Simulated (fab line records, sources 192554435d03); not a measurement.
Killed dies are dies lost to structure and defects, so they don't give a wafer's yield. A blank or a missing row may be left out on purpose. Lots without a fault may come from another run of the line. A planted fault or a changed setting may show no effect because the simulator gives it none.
fab line records | flow n5_finfet
record lots=24 wafers=72 last_day=17
route steps=1938 shown MOL_CONTACT_COAG@605 BEOL_M0_SAQP@636
lots that met no fault: from a run of the same line without faults
start_h: hours from the record's first day to the start of the lot's first wafer shown | wait_h: hours since the lot's step before | " the same as in the row above | L1.1+2: a row that stands for several wafers | - no value, or no start given | * or withheld: withheld | < > ~ a bound
route shown NAME@n: a module of which the file shows steps, and the number in the route of the first | usual: mean/standard deviation of fault-free wafers | same: alike in all rows | chamber/n: place in a boat | sites: the reading at each site | _std_site: their standard deviation | _edge_site: outer sites' mean less inner sites' | radius_mm: how far each site lies from the wafer's centre | mask NAME#n: copy n | behind: the tool/chamber that last shaped the wafer | hold: why the lot was held/for how many hours/how that ended | device: the transistor (n, p or np) that didn't switch | end of line: the same wafers' tests at the end of the route | a step without rows: its recipe alone | killed: dies lost to structure and defects at the first sort, not the wafer's yield | map: a wafer's dies, x killed, . not, _ none there
set.NAME: the setting as run; set.NAME@STEP: as run at that earlier step | model.NAME: the simulator's own value behind a step, which no gauge read
steps of the route over a sample of lots; a table a step, a row a wafer
services: from which hour (start_h, from the record's first day; less than 0 if before it) a tool's chamber was out of use, for how many hours, and why
## steps
# step N5_MOL_CONTACT_COAG_DESCUM_45
# recipe chemistry=O2 time_s=7 source_power_w=50 bias_power_w=20 pressure_mtorr=20 rf_frequency_hz=2.712e+07 temp_c=40 resist=CAR-EUV o2_flow_sccm=225
# usual drypump_motor_current_A=5.6/0.4 oes_product_au=0.80/0.091 rf_vpp_V=243.3/1.2 showerhead_plenum_p_Torr=2.10/0.061 throttle_valve_pct=20.44/0.24
# columns lot.wafer tool chamber start_h wait_h drypump_motor_current_A oes_product_au rf_hours_counter_h rf_vpp_V showerhead_plenum_p_Torr throttle_valve_pct
L074.2 rie_diel-03 1 102.33 0.0 6.2 0.72 206 242.6 2.08 20.92
L074.5 " 0 " " 5.4 0.72 - 240.2 1.97 20.34
L074.6 " 1 " " 6.2 0.72 - 242.5 2.08 20.91
L075.1 rie_diel-06 1 105.97 0.0 5.3 0.70 176 244.4 2.17 20.72
L075.2 " 0 " " 5.8 0.71 190 242.3 2.08 20.33
L075.4 " 1 " " 5.4 0.70 - 243.9 2.17 20.74
L076.1 rie_diel-02 2 112.68 0.0 5.7 0.92 21 241.8 2.06 20.51
L076.2 " 3 " " 5.1 0.87 32 243.2 2.14 20.41
L076.4 " 2 " " 5.7 0.93 - 240.9 2.06 20.54
L077.1 rie_diel-03 2 116.66 0.1 5.5 0.79 109 245.9 2.17 20.34
L077.4 " 1 " " 6.2 0.71 209 244.3 2.08 20.91
L077.6 " 0 " " 5.4 0.72 - 242.1 1.97 20.34
L078.1 rie_diel-06 2 125.74 0.0 5.4 0.94 10 246.8 2.21 19.90
L078.3 " 1 " " 5.3 0.70 185 244.6 2.17 20.75
L078.5 " 1 " " 5.3 0.70 - 243.6 2.17 20.74
L079.3 rie_diel-03 1 131.38 0.0 6.2 0.71 214 242.6 2.08 20.92
L079.4 " 0 " " 5.4 0.72 217 242.8 1.97 20.36
L079.6 " 2 " " 5.5 0.79 - 244.0 2.17 20.34
L080.1 rie_diel-06 2 141.21 0.0 5.4 0.94 14 246.0 2.21 19.91
L080.2 " 1 " " 5.4 0.69 189 243.7 2.17 20.73
L080.6 " 0 " " 5.8 0.71 - 243.8 2.08 20.35
L081.3 rie_diel-03 0 141.27 0.0 5.4 0.73 221 241.6 1.97 20.35
L081.5 " 2 " " 5.5 0.80 - 244.5 2.17 20.36
L081.6 " 0 " " 5.4 0.72 - 241.5 1.97 20.36
L082.1 rie_diel-06 3 147.78 0.1 4.9 0.95 9 241.8 2.04 20.49
L082.3 " 2 " " 5.4 0.94 16 244.2 2.21 19.90
L082.6 " 2 " " 5.4 0.94 - 245.4 2.21 19.90
L083.2 rie_diel-02 3 153.96 0.2 5.1 0.84 47 242.3 2.13 20.42
L083.5 " 1 " " 6.2 0.76 - 245.0 2.09 20.41
L083.6 " 2 " " 5.7 0.89 - 242.7 2.06 20.54
L084.1 rie_diel-06 1 163.98 0.0 5.4 0.70 198 244.6 2.17 20.77
L084.2 " 3 " " 4.9 0.94 14 242.3 2.04 20.50
L084.5 " 1 " " 5.4 0.69 - 244.5 2.17 20.76
L085.2 rie_diel-02 0 169.85 0.3 5.2 0.94 17 242.2 2.05 20.28
L085.4 " 1 " " 6.1 0.77 117 242.4 2.09 20.42
L085.5 " 3 " " 5.1 0.84 - 243.3 2.13 20.42
L086.1 rie_diel-02 3 174.84 0.0 5.1 0.84 55 243.7 2.13 20.43
L086.2 " 0 " " 5.2 0.94 19 243.5 2.05 20.29
L086.6 " 1 " " 6.1 0.76 - 243.9 2.09 20.43
L087.1 rie_diel-02 3 182.39 1.0 5.1 0.83 58 243.0 2.13 20.44
L087.3 " 0 " " 5.2 0.94 22 243.6 2.05 20.29
L087.4 " 2 " " 5.8 0.89 45 242.5 2.06 20.55
L088.1 rie_diel-02 1 189.75 1.4 6.1 0.75 127 241.9 2.08 20.44
L088.4 " 2 " " 5.8 0.88 49 244.3 2.05 20.56
L088.5 " 1 " " 6.1 0.76 - 243.6 2.08 20.44
L089.1 rie_diel-03 3 193.91 0.0 6.2 0.84 85 244.4 2.13 20.33
L089.2 " 2 " " 5.5 0.77 138 243.6 2.16 20.39
L089.6 " 1 " " 6.2 0.69 - 241.7 2.07 20.95
L090.1 rie_diel-02 1 201.12 0.0 6.2 0.74 132 244.1 2.08 20.43
L090.3 " 3 " " 5.1 0.82 66 243.6 2.13 20.44
L090.6 " 3 " " 5.1 0.81 - 242.8 2.13 20.47
L091.2 rie_diel-02 0 206.60 0.2 5.3 0.90 34 242.5 2.04 20.31
L091.4 " 2 " " 5.7 0.86 57 242.7 2.05 20.58
L091.5 " 1 " " 6.2 0.74 - 243.7 2.08 20.47
L092.2 rie_diel-06 1 209.84 0.0 5.3 0.67 209 244.0 2.16 20.78
L092.4 " 2 " " 5.4 0.90 32 246.2 2.21 19.93
L092.5 " 2 " " 5.4 0.90 - 244.0 2.21 19.91
L093.1 rie_diel-06 3 216.46 0.0 4.9 0.90 29 241.5 2.04 20.52
L093.4 " 2 " " 5.4 0.88 33 244.7 2.21 19.94
L093.6 " 1 " " 5.3 0.69 - 243.2 2.16 20.78
L094.3 rie_diel-02 2 225.55 0.1 5.7 0.86 63 242.9 2.05 20.60
L094.5 " 0 " " 5.2 0.89 - 241.9 2.04 20.32
L094.6 " 1 " " 6.2 0.74 - 242.5 2.08 20.46
L095.3 rie_diel-03 1 226.29 0.1 6.2 0.69 248 243.1 2.07 20.96
L095.5 " 2 " " 5.5 0.76 - 244.4 2.16 20.40
L095.6 " 3 " " 6.2 0.82 - 243.6 2.13 20.36
L096.1 rie_diel-02 0 235.93 0.1 5.2 0.88 44 242.8 2.04 20.33
L096.4 " 3 " " 5.1 0.80 79 244.4 2.12 20.46
L096.5 " 1 " " 6.2 0.73 - 243.5 2.08 20.47
L097.3 rie_diel-06 1 239.71 0.0 5.3 0.67 218 243.8 2.16 20.78
L097.4 " 0 " " 5.8 0.70 234 243.4 2.07 20.40
L097.5 " 1 " " 5.3 0.67 - 244.9 2.16 20.80
# step N5_MOL_CONTACT_COAG_ETCH_48
# recipe chemistry=C4F6/O2 target_depth_a=150 overetch_a=45 mask_material=SOC target=SiOC bias_w=465 pressure_mtorr=10 time_s=17 source_w=335 Ar_flow_sccm=300 C4F6_flow_sccm=10 O2_flow_sccm=10 ion_energy_ev=576
# usual C4F6_flow_sccm=10.00/0.034 drypump_motor_current_A=5.5/0.42 oes_ar_750_au=0.82/0.091 oes_product_au=0.66/0.083 rf_vpp_V=1589/25 showerhead_plenum_p_Torr=2.85/0.086 throttle_valve_pct=40.7/0.31
# columns lot.wafer tool chamber start_h wait_h C4F6_flow_sccm drypump_motor_current_A oes_ar_750_au oes_product_au rf_hours_counter_h rf_vpp_V showerhead_plenum_p_Torr throttle_valve_pct
L074.2 rie_diel-03 0 103.33 0.0 10.03 5.4 0.72 0.58 210 1610 2.70 40.6
L074.5 " 1 " " 10.00 6.2 0.73 0.60 - 1600 2.83 41.3
L074.6 " 0 " " 9.97 5.4 0.72 0.59 - 1610 2.70 40.6
L075.1 rie_diel-02 2 106.52 0.0 10.00 5.7 0.91 0.80 17 1584 2.80 40.9
L075.2 " 3 " " 9.97 5.1 0.88 0.80 29 1608 2.90 41.0
L075.4 " 3 " " 10.00 5.1 0.87 0.79 - 1606 2.90 41.0
L076.1 rie_diel-02 3 113.22 0.0 9.99 5.1 0.87 0.72 32 1607 2.90 41.0
L076.2 " 1 " " 10.00 6.1 0.80 0.61 97 1563 2.85 40.5
L076.4 " 3 " " 10.00 5.1 0.86 0.68 - 1607 2.90 40.9
L077.1 rie_diel-03 1 117.26 0.0 10.00 6.2 0.73 0.57 210 1600 2.83 41.3
L077.4 " 2 " " 9.99 5.5 0.78 0.66 110 1653 2.98 40.9
L077.6 " 3 " " 9.95 6.2 0.87 0.68 - 1547 2.88 40.5
L078.1 rie_diel-06 2 126.28 0.0 10.05 5.4 0.96 0.78 10 1612 3.02 40.5
L078.3 " 3 " " 10.05 4.9 0.97 0.80 2 1555 2.77 40.4
L078.5 " 1 " " 9.99 5.3 0.72 0.63 - 1577 2.95 41.3
L079.3 rie_diel-06 2 131.92 0.0 10.03 5.4 0.96 0.75 12 1611 3.02 40.5
L079.4 " 0 " " 9.97 5.8 0.72 0.57 201 1596 2.82 40.4
L079.6 " 2 " " 10.08 5.4 0.96 0.75 - 1612 3.02 40.5
L080.1 rie_diel-06 1 141.75 0.0 10.03 5.4 0.72 0.59 189 1575 2.95 41.3
L080.2 " 3 " " 9.98 4.9 0.94 0.81 6 1556 2.77 40.4
L080.6 " 0 " " 9.96 5.8 0.72 0.64 - 1596 2.82 40.4
L081.3 rie_diel-02 1 141.81 0.0 9.97 6.1 0.79 0.65 108 1561 2.84 40.6
L081.5 " 3 " " 10.09 5.1 0.85 0.74 - 1608 2.90 41.0
L081.6 " 0 " " 10.03 5.3 0.99 0.79 - 1606 2.81 40.9
L082.1 rie_diel-06 0 148.32 0.0 10.02 5.8 0.72 0.59 207 1595 2.82 40.4
L082.3 " 2 " " 10.00 5.4 0.95 0.74 17 1611 3.02 40.5
L082.6 " 0 " " 10.04 5.8 0.72 0.56 - 1596 2.82 40.4
L083.2 rie_diel-06 1 154.50 0.0 10.05 5.3 0.71 0.58 195 1578 2.95 41.2
L083.5 " 2 " " 9.97 5.4 0.95 0.73 - 1612 3.02 40.5
L083.6 " 3 " " 10.00 4.9 0.92 0.76 - 1555 2.77 40.4
L084.1 rie_diel-06 3 164.52 0.0 10.00 4.9 0.91 0.69 14 1555 2.77 40.3
L084.2 " 0 " " 10.04 5.8 0.71 0.56 212 1596 2.81 40.4
L084.5 " 0 " " 10.06 5.8 0.71 0.56 - 1597 2.81 40.4
L085.2 rie_diel-06 2 170.39 0.0 10.04 5.4 0.93 0.82 24 1613 3.01 40.5
L085.4 " 1 " " 10.02 5.4 0.71 0.60 200 1578 2.95 41.3
L085.5 " 3 " " 9.96 4.9 0.90 0.82 - 1555 2.77 40.4
L086.1 rie_diel-02 0 175.55 0.0 10.02 5.3 0.96 0.77 19 1606 2.80 40.9
L086.2 " 3 " " 9.96 5.1 0.84 0.67 55 1607 2.89 41.0
L086.6 " 1 " " 9.97 6.2 0.77 0.60 - 1562 2.84 40.5
L087.1 rie_diel-03 1 183.19 0.0 10.01 6.2 0.72 0.56 230 1599 2.82 41.3
L087.3 " 2 " " 9.96 5.5 0.76 0.63 132 1650 2.96 40.9
L087.4 " 3 " " 10.00 6.2 0.84 0.69 80 1547 2.87 40.5
L088.1 rie_diel-02 0 190.39 0.0 9.93 5.2 0.93 0.74 27 1606 2.80 40.9
L088.4 " 3 " " 9.99 5.1 0.82 0.60 62 1607 2.89 41.0
L088.5 " 0 " " 9.99 5.2 0.93 0.70 - 1607 2.80 40.9
L089.1 rie_diel-06 0 194.63 0.0 9.99 5.8 0.70 0.62 219 1596 2.81 40.4
L089.2 " 3 " " 10.05 4.9 0.90 0.73 20 1554 2.77 40.4
L089.6 " 3 " " 10.03 4.9 0.90 0.73 - 1554 2.77 40.4
L090.1 rie_diel-02 1 201.66 0.0 9.97 6.2 0.76 0.59 132 1562 2.83 40.5
L090.3 " 2 " " 9.99 5.7 0.85 0.73 54 1584 2.78 41.0
L090.6 " 1 " " 10.01 6.1 0.77 0.56 - 1560 2.83 40.6
L091.2 rie_diel-02 3 207.41 0.0 10.05 5.1 0.81 0.64 69 1608 2.88 41.0
L091.4 " 0 " " 9.98 5.2 0.92 0.70 34 1604 2.80 40.9
L091.5 " 3 " " 9.99 5.1 0.82 0.65 - 1606 2.88 41.0
L092.2 rie_diel-02 1 210.38 0.0 10.04 6.2 0.76 0.61 136 1561 2.83 40.6
L092.4 " 3 " " 10.01 5.1 0.82 0.65 70 1606 2.88 41.0
L092.5 " 0 " " 9.98 5.2 0.92 0.72 - 1606 2.80 40.9
L093.1 rie_diel-03 1 217.15 0.0 10.00 6.2 0.70 0.57 244 1600 2.82 41.3
L093.4 " 2 " " 9.97 5.5 0.74 0.59 145 1650 2.96 40.9
L093.6 " 0 " " 10.02 5.4 0.69 0.55 - 1609 2.68 40.6
L094.3 rie_diel-06 2 226.09 0.0 9.97 5.4 0.91 0.71 37 1611 3.01 40.5
L094.5 " 2 " " 9.98 5.4 0.90 0.73 - 1611 3.01 40.5
L094.6 " 1 " " 9.99 5.3 0.70 0.56 - 1577 2.94 41.3
L095.3 rie_diel-02 2 226.86 0.0 10.04 5.7 0.83 0.65 64 1584 2.78 41.0
L095.5 " 0 " " 9.96 5.2 0.90 0.72 - 1605 2.79 40.9
L095.6 " 1 " " 9.99 6.2 0.76 0.59 - 1561 2.83 40.6
L096.1 rie_diel-03 1 236.47 0.0 10.12 6.2 0.70 0.56 253 1598 2.81 41.3
L096.4 " 1 " " 10.02 6.2 0.69 0.53 - 1598 2.81 41.3
L096.5 " 2 " " 10.00 5.5 0.74 0.60 - 1651 2.95 40.9
L097.3 rie_diel-06 0 240.34 0.0 10.00 5.8 0.69 0.54 234 1595 2.80 40.4
L097.4 " 1 " " 10.04 5.4 0.69 0.53 218 1577 2.94 41.2
L097.5 " 3 " " 9.97 4.9 0.86 0.67 - 1555 2.76 40.4
# step N5_MOL_CONTACT_COAG_CVD_140
# recipe material=W target_thk_a=665 mode=selective_fill temp_c=300 time_s=215
# usual heater_power_w=489/58
# columns lot.wafer tool chamber start_h wait_h heater_power_w
L074.2 cvd_w-01 0 103.78 0.1 452
L074.5 " 1 " " 594
L074.6 " 0 " " 454
L075.1 cvd_w-02 0 107.03 0.1 437
L075.2 " 0 " " 446
L075.4 " 0 " " 449
L076.1 cvd_w-02 0 113.72 0.1 463
L076.2 " 0 " " 450
L076.4 " 0 " " 456
L077.1 cvd_w-02 0 117.76 0.1 458
L077.4 " 0 " " 450
L077.6 " 0 " " 456
L078.1 cvd_w-02 0 126.69 0.1 450
L078.3 " 1 " " 468
L078.5 " 1 " " 467
L079.3 cvd_w-02 1 132.41 0.1 464
L079.4 " 0 " " 451
L079.6 " 1 " " 483
L080.1 cvd_w-01 1 142.16 0.1 573
L080.2 " 0 " " 450
L080.6 " 1 " " 600
L081.3 cvd_w-02 0 142.32 0.1 460
L081.5 " 0 " " 448
L081.6 " 1 " " 472
L082.1 cvd_w-02 1 148.74 0.1 478
L082.3 " 1 " " 481
L082.6 " 1 " " 473
L083.2 cvd_w-02 0 154.92 0.1 459
L083.5 " 0 " " 464
L083.6 " 1 " " 469
L084.1 cvd_w-01 1 164.93 0.1 598
L084.2 " 0 " " 452
L084.5 " 0 " " 436
L085.2 cvd_w-01 1 170.98 0.2 593
L085.4 " 1 " " 579
L085.5 " 1 " " 591
L086.1 cvd_w-01 1 176.08 0.1 602
L086.2 " 1 " " 596
L086.6 " 1 " " 588
L087.1 cvd_w-02 0 183.61 0.1 446
L087.3 " 0 " " 454
L087.4 " 1 " " 465
L088.1 cvd_w-02 0 190.81 0.1 461
L088.4 " 0 " " 449
L088.5 " 1 " " 475
L089.1 cvd_w-01 0 195.05 0.1 450
L089.2 " 1 " " 600
L089.6 " 1 " " 601
L090.1 cvd_w-01 0 202.08 0.1 453
L090.3 " 1 " " 590
L090.6 " 1 " " 615
L091.2 cvd_w-02 1 207.82 0.1 466
L091.4 " 1 " " 475
L091.5 " 1 " " 473
L092.2 cvd_w-01 0 210.97 0.2 444
L092.4 " 0 " " 443
L092.5 " 0 " " 447
L093.1 cvd_w-01 1 217.56 0.1 587
L093.4 " 0 " " 458
L093.6 " 1 " " 600
L094.3 cvd_w-01 0 226.58 0.1 445
L094.5 " 0 " " 443
L094.6 " 1 " " 594
L095.3 cvd_w-02 1 227.43 0.1 463
L095.5 " 0 " " 455
L095.6 " 1 " " 491
L096.1 cvd_w-02 0 236.89 0.1 463
L096.4 " 1 " " 469
L096.5 " 1 " " 458
L097.3 cvd_w-02 0 240.97 0.1 461
L097.4 " 1 " " 477
L097.5 " 0 " " 454
# step N5_MOL_CONTACT_COAG_INSPECT_97
# recipe inspect_instrument=darkfield mode=post_anneal
# usual raw_defect_count=47/18
# columns lot.wafer tool chamber start_h wait_h raw_defect_count
L074.2 defect_inspect-02 - 107.52 0.0 45
L074.5 " - " " 74
L074.6 " - " " 48
L075.1 defect_inspect-02 - 110.93 0.0 40
L075.2 " - " " 33
L075.4 " - " " 32
L076.1 defect_inspect-02 - 117.63 0.0 43
L076.2 " - " " 66
L076.4 " - " " 80
L077.1 defect_inspect-01 - 121.66 0.0 52
L077.4 " - " " 61
L077.6 " - " " 87
L078.1 defect_inspect-02 - 130.36 0.0 50
L078.3 " - " " 55
L078.5 " - " " 62
L079.3 defect_inspect-01 - 136.04 0.1 64
L079.4 " - " " 59
L079.6 " - " " 53
L080.1 defect_inspect-02 - 150.34 0.0 71
L080.2 " - " " 45
L080.6 " - " " 61
L081.3 defect_inspect-01 - 150.38 0.1 18
L081.5 " - " " 16
L081.6 " - " " 15
L082.1 defect_inspect-01 - 153.32 0.0 54
L082.3 " - " " 45
L082.6 " - " " 32
L083.2 defect_inspect-01 - 158.61 0.0 96
L083.5 " - " " 45
L083.6 " - " " 23
L084.1 defect_inspect-02 - 168.61 0.0 49
L084.2 " - " " 48
L084.5 " - " " 94
L085.2 defect_inspect-02 - 174.82 0.0 40
L085.4 " - " " 46
L085.5 " - " " 25
L086.1 defect_inspect-02 - 180.00 0.0 23
L086.2 " - " " 48
L086.6 " - " " 31
L087.1 defect_inspect-01 - 187.27 0.0 62
L087.3 " - " " 51
L087.4 " - " " 18
L088.1 defect_inspect-01 - 194.47 0.0 66
L088.4 " - " " 46
L088.5 " - " " 41
L089.1 defect_inspect-01 - 198.73 0.0 24
L089.2 " - " " 38
L089.6 " - " " 56
L090.1 defect_inspect-01 - 205.76 0.0 61
L090.3 " - " " 38
L090.6 " - " " 29
L091.2 defect_inspect-01 - 211.51 0.0 52
L091.4 " - " " 60
L091.5 " - " " 35
L092.2 defect_inspect-01 - 214.82 0.0 24
L092.4 " - " " 31
L092.5 " - " " 29
L093.1 defect_inspect-01 - 221.24 0.0 48
L093.4 " - " " 23
L093.6 " - " " 46
L094.3 defect_inspect-01 - 230.21 0.1 52
L094.5 " - " " 28
L094.6 " - " " 45
L095.3 defect_inspect-02 - 233.21 0.1 52
L095.5 " - " " 61
L095.6 " - " " 75
L096.1 defect_inspect-02 - 240.63 0.0 52
L096.4 " - " " 68
L096.5 " - " " 36
L097.3 defect_inspect-02 - 244.59 0.1 71
L097.4 " - " " 65
L097.5 " - " " 74
# step N5_BEOL_M0_SAQP_PECVD_96
# recipe material=a-Si target_thk_a=450 temp_c=350 precursor=SiH4/He pressure_torr=3 rf_w=100 time_s=45.2
# usual heater_power_w=653/66 showerhead_plenum_p_Torr=5.64/0.051 throttle_valve_pct=18.1/1.1
# columns lot.wafer tool chamber start_h wait_h heater_power_w showerhead_plenum_p_Torr throttle_valve_pct
L074.2 pecvd-03 2 108.28 0.0 680 5.70 15.9
L074.5 " 2 " " 669 5.69 15.9
L074.6 " 1 " " 558 5.71 17.9
L075.1 pecvd-04 1 112.28 0.0 633 5.59 19.6
L075.2 " 0 " " 669 5.59 18.8
L075.4 " 0 " " 671 5.59 18.9
L076.1 pecvd-03 1 118.24 0.0 611 5.70 18.2
L076.2 " 2 " " 714 5.69 16.1
L076.4 " 0 " " 632 5.61 18.5
L077.1 pecvd-02 1 123.62 0.0 652 5.59 18.0
L077.4 " 2 " " 646 5.73 19.8
L077.6 " 1 " " 664 5.59 17.9
L078.1 pecvd-03 0 131.95 0.0 563 5.61 17.9
L078.3 " 2 " " 755 5.70 16.2
L078.5 " 2 " " 774 5.70 16.1
L079.3 pecvd-04 1 138.65 0.0 664 5.58 19.5
L079.4 " 2 " " 679 5.62 17.4
L079.6 " 0 " " 686 5.59 18.9
L080.1 pecvd-03 1 151.08 0.0 586 5.70 18.3
L080.2 " 0 " " 623 5.61 18.2
L080.6 " 0 " " 609 5.58 18.3
L081.3 pecvd-04 2 151.18 0.0 690 5.62 17.5
L081.5 " 0 " " 701 5.60 18.9
L081.6 " 1 " " 607 5.59 19.4
L082.1 pecvd-04 0 154.56 0.0 637 5.57 19.0
L082.3 " 2 " " 699 5.62 17.6
L082.6 " 0 " " 654 5.58 19.0
L083.2 pecvd-03 0 160.09 0.0 577 5.61 18.3
L083.5 " 0 " " 591 5.61 18.1
L083.6 " 2 " " 767 5.69 16.2
L084.1 pecvd-04 2 169.18 0.0 680 5.63 17.5
L084.2 " 1 " " 608 5.59 19.4
L084.5 " 1 " " 642 5.60 19.9
L085.2 pecvd-02 2 176.55 0.0 664 5.74 19.6
L085.4 " 1 " " 643 5.59 18.2
L085.5 " 0 " " 619 5.59 18.0
L086.1 pecvd-04 0 182.05 0.0 673 5.58 19.4
L086.2 " 1 " " 693 5.59 19.8
L086.6 " 2 " " 685 5.63 17.6
L087.1 pecvd-03 1 187.86 0.0 558 5.71 17.9
L087.3 " 2 " " 724 5.69 16.0
L087.4 " 1 " " 581 5.73 18.2
L088.1 pecvd-04 1 196.35 0.0 701 5.59 19.7
L088.4 " 0 " " 592 5.60 19.2
L088.5 " 2 " " 621 5.64 17.5
L089.1 pecvd-03 0 201.22 0.0 590 5.59 18.4
L089.2 " 2 " " 774 5.68 16.3
L089.6 " 2 " " 794 5.68 16.0
L090.1 pecvd-03 2 207.91 0.0 800 5.69 16.1
L090.3 " 0 " " 657 5.59 18.3
L090.6 " 0 " " 665 5.61 18.3
L091.2 pecvd-03 1 212.20 0.0 539 5.70 18.2
L091.4 " 0 " " 567 5.60 18.5
L091.5 " 2 " " 764 5.69 16.4
L092.2 pecvd-02 0 216.21 0.0 627 5.59 17.7
L092.4 " 1 " " 673 5.60 18.1
L092.5 " 1 " " 683 5.59 18.0
L093.1 pecvd-04 1 222.20 0.0 711 5.61 19.5
L093.4 " 2 " " 679 5.64 17.6
L093.6 " 1 " " 716 5.59 19.5
L094.3 pecvd-04 2 231.55 0.0 630 5.62 17.8
L094.5 " 1 " " 685 5.59 19.8
L094.6 " 0 " " 679 5.60 19.2
L095.3 pecvd-03 0 234.82 0.0 635 5.63 18.2
L095.5 " 0 " " 623 5.59 18.1
L095.6 " 2 " " 757 5.70 15.9
L096.1 pecvd-03 0 241.44 0.0 593 5.60 18.0
L096.4 " 2 " " 796 5.67 16.3
L096.5 " 0 " " 587 5.61 18.3
L097.3 pecvd-03 0 245.96 0.0 610 5.61 18.5
L097.4 " 0 " " 610 5.61 18.0
L097.5 " 2 " " 771 5.70 16.0
# step N5_BEOL_M0_SAQP_RECESS_114
# recipe chemistry=HF/NH3 target=SiO2 target_depth_a=144 afs_cycles=3 temp_c=30 sublimation_temp_c=180 sublimation_time_s=60
# usual drypump_motor_current_A=5.7/0.45
# same afs_cycles=3
# columns lot.wafer tool chamber start_h wait_h drypump_motor_current_A
L074.2 vapor_etch-01 1 109.63 0.0 6.4
L074.5 " 1 " " 6.4
L074.6 " 0 " " 5.2
L075.1 vapor_etch-02 1 113.69 0.0 5.4
L075.2 " 0 " " 5.6
L075.4 " 1 " " 5.4
L076.1 vapor_etch-01 0 119.37 0.0 5.2
L076.2 " 1 " " 6.4
L076.4 " 0 " " 5.2
L077.1 vapor_etch-01 1 124.99 0.0 6.4
L077.4 " 1 " " 6.4
L077.6 " 1 " " 6.5
L078.1 vapor_etch-02 1 133.21 0.0 5.4
L078.3 " 0 " " 5.6
L078.5 " 1 " " 5.5
L079.3 vapor_etch-02 1 140.26 0.1 5.4
L079.4 " 0 " " 5.6
L079.6 " 1 " " 5.4
L080.1 vapor_etch-02 1 152.21 0.0 5.4
L080.2 " 0 " " 5.6
L080.6 " 0 " " 5.6
L081.3 vapor_etch-01 0 152.57 0.1 5.2
L081.5 " 1 " " 6.4
L081.6 " 0 " " 5.2
L082.1 vapor_etch-02 1 155.73 0.0 5.4
L082.3 " 0 " " 5.6
L082.6 " 1 " " 5.4
L083.2 vapor_etch-01 1 161.35 0.0 6.4
L083.5 " 1 " " 6.4
L083.6 " 0 " " 5.2
L084.1 vapor_etch-02 0 170.54 0.0 5.6
L084.2 " 1 " " 5.4
L084.5 " 0 " " 5.6
L085.2 vapor_etch-02 0 178.10 0.0 5.6
L085.4 " 1 " " 5.5
L085.5 " 0 " " 5.6
L086.1 vapor_etch-02 1 183.20 0.0 5.5
L086.2 " 0 " " 5.6
L086.6 " 0 " " 5.6
L087.1 vapor_etch-01 1 189.12 0.0 6.4
L087.3 " 0 " " 5.2
L087.4 " 1 " " 6.4
L088.1 vapor_etch-02 1 197.83 0.0 5.4
L088.4 " 1 " " 5.4
L088.5 " 1 " " 5.4
L089.1 vapor_etch-01 1 202.50 0.0 6.4
L089.2 " 0 " " 5.2
L089.6 " 0 " " 5.2
L090.1 vapor_etch-01 0 209.06 0.0 5.1
L090.3 " 0 " " 5.2
L090.6 " 1 " " 6.4
L091.2 vapor_etch-02 0 213.69 0.0 5.6
L091.4 " 0 " " 5.6
L091.5 " 1 " " 5.4
L092.2 vapor_etch-02 0 217.78 0.0 5.6
L092.4 " 1 " " 5.4
L092.5 " 1 " " 5.4
L093.1 vapor_etch-01 0 223.46 0.0 5.2
L093.4 " 0 " " 5.2
L093.6 " 0 " " 5.2
L094.3 vapor_etch-01 0 232.93 0.1 5.2
L094.5 " 0 " " 5.2
L094.6 " 1 " " 6.4
L095.3 vapor_etch-02 1 236.11 0.1 5.4
L095.5 " 0 " " 5.6
L095.6 " 1 " " 5.4
L096.1 vapor_etch-02 0 242.91 0.0 5.6
L096.4 " 0 " " 5.6
L096.5 " 0 " " 5.6
L097.3 vapor_etch-01 0 247.22 0.1 5.2
L097.4 " 1 " " 6.4
L097.5 " 1 " " 6.5
## services
# columns tool chamber start_h hours kind
rie_diel-06 3 100.73 - clean
rie_diel-06 3 100.73 - consumable_replace:focus_ring
rie_diel-06 3 100.73 17.1 scheduled_down
rie_diel-06 3 100.73 17.1 vent_cycle
rie_diel-02 0 101.98 - clean
rie_diel-02 0 101.98 - consumable_replace:focus_ring
rie_diel-02 0 101.98 18.6 scheduled_down
rie_diel-02 0 101.98 18.6 vent_cycle
cvd_w-02 1 103.98 15.5 repair
rie_diel-06 1 126.45 1.2 repair
cvd_w-01 - 131.26 1.5 repair
pecvd-04 - 143.82 1.3 repair
pecvd-02 - 146.03 14.6 pm
pecvd-04 - 147.50 1.4 repair
cvd_w-01 0 167.02 13.7 repair
rie_diel-06 - 178.23 14.6 pm
pecvd-03 - 191.07 6.0 pm
cvd_w-01 1 208.78 3.3 repair
rie_diel-06 2 210.88 4.2 repair
rie_diel-03 0 221.15 - clean
pecvd-03 - 237.63 2.8 pm
pecvd-03 - 242.42 0.2 repair
pecvd-04 - 245.96 0.8 repair
rie_diel-06 - 246.45 15.6 pm
## key
fault none
